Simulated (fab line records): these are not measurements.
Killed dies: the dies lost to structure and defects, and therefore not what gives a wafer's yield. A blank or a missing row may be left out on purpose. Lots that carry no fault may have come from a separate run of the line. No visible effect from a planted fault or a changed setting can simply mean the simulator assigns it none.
Which of the tools did it? ; flow nandHarc ; 42 wafers from 14 lots sampled at 5 of the route's 1159 steps

== WHAT EACH GAUGE READ, for each wafer ==
NHARC_A_START_INSPECT_01.
lot;measured;on;rawDefectCount
L178;day 6 23:29;defectInspect-01;3 3 0
L179;day 7 00:20;defectInspect-02;2 2 0
L180;day 7 06:25;defectInspect-01;2 2 4
L181;day 7 18:44;defectInspect-02;4 3 3
L182;day 8 00:16;defectInspect-02;5 3 3
L185;day 8 12:31;defectInspect-01;3 3 2
L186;day 9 00:14;defectInspect-01;1 4 2
L191;day 9 19:01;defectInspect-02;4 2 2
L193;day 10 13:17;defectInspect-01;2 6 4
L192;day 10 14:08;defectInspect-01;1 6 5
L195;day 11 05:38;defectInspect-02;4 4 1
L198;day 11 20:13;defectInspect-02;2 4 4
L200;day 11 23:39;defectInspect-02;1 1 4
L199;day 12 04:23;defectInspect-01;0 6 3

NHARC_A_ONON_D1_THK_MEAS_08: measures by ellipsometry.
lot;measured;on;thkNm (nm)
L178;day 8 05:42;filmMetro-02;990 991 989
L179;day 8 06:04;filmMetro-01;1011 1012 1010
L180;day 8 05:51;filmMetro-02;991 993 994
L181;day 8 19:38;filmMetro-02;982 982 983
L182;day 9 03:16;filmMetro-02;1008 1005 1005
L185;day 9 15:29;filmMetro-02;1001 1000 1000
L186;day 10 00:59;filmMetro-01;997 1000 997
L191;day 10 19:45;filmMetro-01;1005 1006 1006
L193;day 11 12:26;filmMetro-02;1005 1005 1004
L192;day 11 12:26;filmMetro-01;977 978 978
L195;day 12 05:09;filmMetro-01;992 992 993
L198;day 12 23:30;filmMetro-02;996 992 993
L200;day 12 23:31;filmMetro-01;1007 1007 1009
L199;day 13 05:13;filmMetro-02;991 987 989

NHARC_A_ONON_D1_THK_MEAS_11: measures by ellipsometry.
lot;measured;on;thkNm (nm)
L178;day 8 06:16;filmMetro-01;993 991 991
L179;day 8 06:38;filmMetro-01;998 1000 1000
L180;day 8 06:25;filmMetro-01;988 990 987
L181;day 8 20:13;filmMetro-02;1009 1011 1010
L182;day 9 03:50;filmMetro-01;996 993 993
L185;day 9 16:11;filmMetro-01;1549 1550 1549
L186;day 10 01:33;filmMetro-02;1525 1527 1527
L191;day 10 20:19;filmMetro-02;1011 1013 1013
L193;day 11 13:00;filmMetro-01;1003 1002 1003
L192;day 11 12:59;filmMetro-02;1001 1000 1002
L195;day 12 05:44;filmMetro-02;1014 1010 1012
L198;day 13 00:04;filmMetro-02;1010 1010 1011
L200;day 13 00:05;filmMetro-01;994 996 997
L199;day 13 05:49;filmMetro-01;1003 1003 1002

NHARC_END_SORT_01.
lot;measured;on;killedAtArray;killedAtOther;killedAtPeriphery;killedDies;killedOpen;killedShort
L185;day 21 18:13;prober-02;672 674 671;0 0 0;5 3 6;677 677 677;3 0 1;4 2 1
L186;day 21 10:22;prober-02;675 677 676;0 0 0;2 0 1;677 677 677;0 2 2;1 1 1
L193;day 24 00:22;prober-01;29 23;0 1;16 13;45 37;4 2;4 0

== EACH LOT AND THE TOOL THAT RAN IT (in order: tool; ch and the chambers of the sampled wafers; start) ==
lot;NHARC_A_ONON_D1_DEP_09
L178;pecvdOnon-01 ch 0, day 8 05:49
L179;pecvdOnon-01 ch 0, day 8 06:07
L180;pecvdOnon-02 ch 0, day 8 05:58
L181;pecvdOnon-01 ch 0, day 8 19:42
L182;pecvdOnon-03 ch 0, day 9 03:22
L185;pecvdOnon-02 ch 0, day 9 15:44
L186;pecvdOnon-02 ch 0, day 10 01:05
L191;pecvdOnon-03 ch 0, day 10 19:59
L193;pecvdOnon-01 ch 0, day 11 12:29
L192;pecvdOnon-03 ch 0, day 11 12:29
L195;pecvdOnon-01 ch 0, day 12 05:13
L198;pecvdOnon-01 ch 0, day 12 23:33
L200;pecvdOnon-03 ch 0, day 12 23:34
L199;pecvdOnon-01 ch 0, day 13 05:20
- NHARC_A_ONON_D1_DEP_09: target thk 1000 nm.

== WHAT THE TOOLS THEMSELVES READ (means of the sampled wafers that have a number; where no wafer has one, the mark that the record gives instead) ==
The record holds no such reading with a usual standard deviation.

== THE ANSWER, worked out from the rows above alone ==
Rule: usual is defined by the lots themselves. The widest of any qualifying gaps counts: lots, ordered by their means at a reading, are off when they make up no more than a third of the lots, leave a main group of 4 or more, and stand apart from it by 3 or more times the standard deviation of that group's means. Not used: any main group whose means are identical at the precision the tables above print for the reading. A lot without any number at a reading at which 4 lots or more have one is off too. Where the step has rows for the other lots, those lots are counted as sound. After the gauges, taken in route order, come the tools' own readings; for these a lot's mean is taken, as printed above. At the first step where some lot is off, the reading lying furthest off is the one used; lots without a number count as furthest.
Off at NHARC_A_ONON_D1_THK_MEAS_11 (thkNm): L185, L186. For the main group the mean is 1002 nm and the standard deviation 7.9.
A tool fits if, at a process step before that reading, it ran every lot that is off, and no sound lot after the first of them. The gauges at NHARC_A_ONON_D1_THK_MEAS_11 are tried like those tools. One fits: pecvdOnon-02 at NHARC_A_ONON_D1_DEP_09. Its last sound lot is L180 (day 8 05:58), its first lot that is off L185 (day 9 15:44): a fault that began between those two fits.

== WHAT HAD BEEN PUT IN BY THE SIMULATOR ==
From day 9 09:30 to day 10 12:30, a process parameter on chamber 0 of pecvdOnon-02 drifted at NHARC_A_ONON_D1_DEP_09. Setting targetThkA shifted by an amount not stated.
Lots struck among those shown: L185, L186. Same finding as the rule above.
